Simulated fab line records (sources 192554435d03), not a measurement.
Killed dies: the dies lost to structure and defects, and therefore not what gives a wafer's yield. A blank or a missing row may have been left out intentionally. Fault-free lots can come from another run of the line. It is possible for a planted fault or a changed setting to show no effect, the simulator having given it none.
Matching of chambers || flow n5-finfet || N5_BEOL_M8_STRIP_19 on rie-diel-03: 4 sister chambers
The step strips in O2. 4 wafers are shown with their chamber, then 8 later ones without.

EACH WAFER AND ITS CHAMBER
{"wafer": "L078.3", "chamber": 3, "drypump-motor-current-A (A)": 6.3}
{"wafer": "L087.2", "chamber": 0, "drypump-motor-current-A (A)": 5.2}
{"wafer": "L087.6", "chamber": 2, "drypump-motor-current-A (A)": 6.5}
{"wafer": "L086.3", "chamber": 1, "drypump-motor-current-A (A)": 4.9}

WAFERS MISSING THEIR CHAMBER
{"wafer": "L086.4", "drypump-motor-current-A (A)": 5.2}
{"wafer": "L086.5", "drypump-motor-current-A (A)": 6.2}
{"wafer": "L088.3", "drypump-motor-current-A (A)": 6.5}
{"wafer": "L088.5", "drypump-motor-current-A (A)": 6.5}
{"wafer": "L088.6", "drypump-motor-current-A (A)": 6.3}
{"wafer": "L096.1", "drypump-motor-current-A (A)": 6.5}
{"wafer": "L096.2", "drypump-motor-current-A (A)": 4.9}
{"wafer": "L096.4", "drypump-motor-current-A (A)": 5.2}

CHAMBER TAKEN BY EACH
{"wafer": "L086.4", "from the rows above": 0, "in truth": 0}
{"wafer": "L086.5", "from the rows above": 3, "in truth": 3}
{"wafer": "L088.3", "from the rows above": 2, "in truth": 2}
{"wafer": "L088.5", "from the rows above": 2, "in truth": 2}
{"wafer": "L088.6", "from the rows above": 3, "in truth": 3}
{"wafer": "L096.1", "from the rows above": 2, "in truth": 2}
{"wafer": "L096.2", "from the rows above": 1, "in truth": 1}
{"wafer": "L096.4", "from the rows above": 0, "in truth": 0}
Correct placement for 8 of the 8. Not placeable from these rows: 0. Placed wrongly: 0.
How it was worked out, from the rows above alone: a wafer's distance from a chamber is the root of the sum, over the readings, of the square of ((its reading less the chamber's mean) divided by the reading's scatter). The wafer belongs to the nearest chamber; if the next one is less than 2 further off, it can't be placed. Each chamber's mean is taken over the wafers shown for it. The scatter: root of mean squared gap, hidden wafer to nearest shown wafer, with one shown wafer a chamber.
